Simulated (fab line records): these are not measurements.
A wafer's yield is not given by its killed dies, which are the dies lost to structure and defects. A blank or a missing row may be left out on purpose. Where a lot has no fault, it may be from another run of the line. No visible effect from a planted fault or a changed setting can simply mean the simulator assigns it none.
Chamber matching	flow n5 finfet	4 sister chambers for N5_DUMMY_REMOVAL_HM_STRIP_01 on rie diel-02
The step strips SiNx in CH3F/O2, stops on poly-Si, target depth 4 nm, time 6.8 s. 8 wafers are shown with their chamber, then 7 later ones without.

## WAFERS PAIRED WITH THEIR CHAMBERS
wafer	chamber	showerhead plenum p Torr (Torr)	throttle valve pct (%)
L079.4	2	1.92	16.6
L084.1	2	1.92	16.7
L084.3	3	2.13	15.9
L091.3	0	1.97	16.4
L091.4	3	2.12	15.9
L091.6	0	1.97	16.4
L092.3	1	2.03	16.7
L092.5	1	2.03	16.7

## WAFERS WHOSE CHAMBER IS MISSING
wafer	showerhead plenum p Torr (Torr)	throttle valve pct (%)
L092.6	1.97	16.4
L093.1	2.03	16.7
L093.3	2.12	16.0
L093.6	1.92	16.7
L097.2	2.03	16.7
L097.3	1.91	16.7
L097.6	1.96	16.4

## WHICH CHAMBER EACH WENT THROUGH
wafer	from the rows above	in truth
L092.6	0	0
L093.1	1	1
L093.3	3	3
L093.6	2	2
L097.2	1	1
L097.3	2	2
L097.6	0	0
Correct placement for 7 of the 7. From these rows, 0 cannot be placed. 0 placed wrongly.
How it was worked out, from the rows above alone: a wafer's distance from a chamber is the root of the sum, over the readings, of the square of ((its reading less the chamber's mean) divided by the reading's scatter). If the next closest chamber is less than 2 further off than the closest, the wafer can't be placed; otherwise it belongs to the closest. For every chamber, the mean is computed from those of its wafers that are shown. The scatter: take each reading less its chamber's mean, square it, sum over the shown wafers, divide by the number of wafers less the number of chambers, and take the root.
